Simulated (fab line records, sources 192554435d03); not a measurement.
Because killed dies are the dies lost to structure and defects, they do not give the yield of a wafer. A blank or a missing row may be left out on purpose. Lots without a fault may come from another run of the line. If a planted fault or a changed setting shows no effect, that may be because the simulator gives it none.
Chamber matching    flow n5-finfet    N5_BEOL_M1_ALD_98 on ald-sin-01 has 4 sister chambers
The step deposits SiO2, target thk 2.5 nm, pulse time 1 s, co reactant pulse time 1 s. 8 wafers are shown with their chamber, then 8 later ones without.

## WAFERS WITH THEIR CHAMBER
wafer   chamber  heater-power-w (W)  precursor-pulse-height-rel
L082.3  2        67                  0.964
L082.4  1        81                  1.014
L089.4  2        69                  1.020
L089.6  0        74                  0.978
L093.2  3        77                  0.995
L093.4  0        74                  1.004
L093.6  1        83                  1.009
L076.2  3        75                  1.002

## WAFERS WITHOUT THEIR CHAMBER
wafer   heater-power-w (W)  precursor-pulse-height-rel
L076.3  83                  0.998
L076.5  75                  0.997
L094.4  66                  0.970
L094.5  68                  0.992
L094.6  76                  1.026
L095.1  73                  0.966
L095.3  75                  1.022
L095.6  67                  0.999

## THE CHAMBER EACH PASSED THROUGH
wafer   from the rows above      in truth
L076.3  1                        1
L076.5  can't be placed: 3 or 0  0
L094.4  2                        2
L094.5  2                        2
L094.6  can't be placed: 3 or 0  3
L095.1  can't be placed: 0 or 3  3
L095.3  can't be placed: 3 or 0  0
L095.6  2                        2
4 of 8 placed correctly. These rows do not allow placing 4 (true chamber among the candidates in 4). Wrongly placed: 0.
How it was worked out, from the rows above alone: a wafer's distance from a chamber is the root of the sum, over the readings, of the square of ((its reading less the chamber's mean) divided by the reading's scatter). If the next closest chamber is less than 2 further off than the closest, the wafer can't be placed; otherwise it belongs to the closest. The mean given for a chamber averages the wafers shown for that chamber. The scatter is the square root of a quotient: the sum, over the shown wafers, of each reading's squared deviation from its chamber's mean, divided by wafers minus chambers.
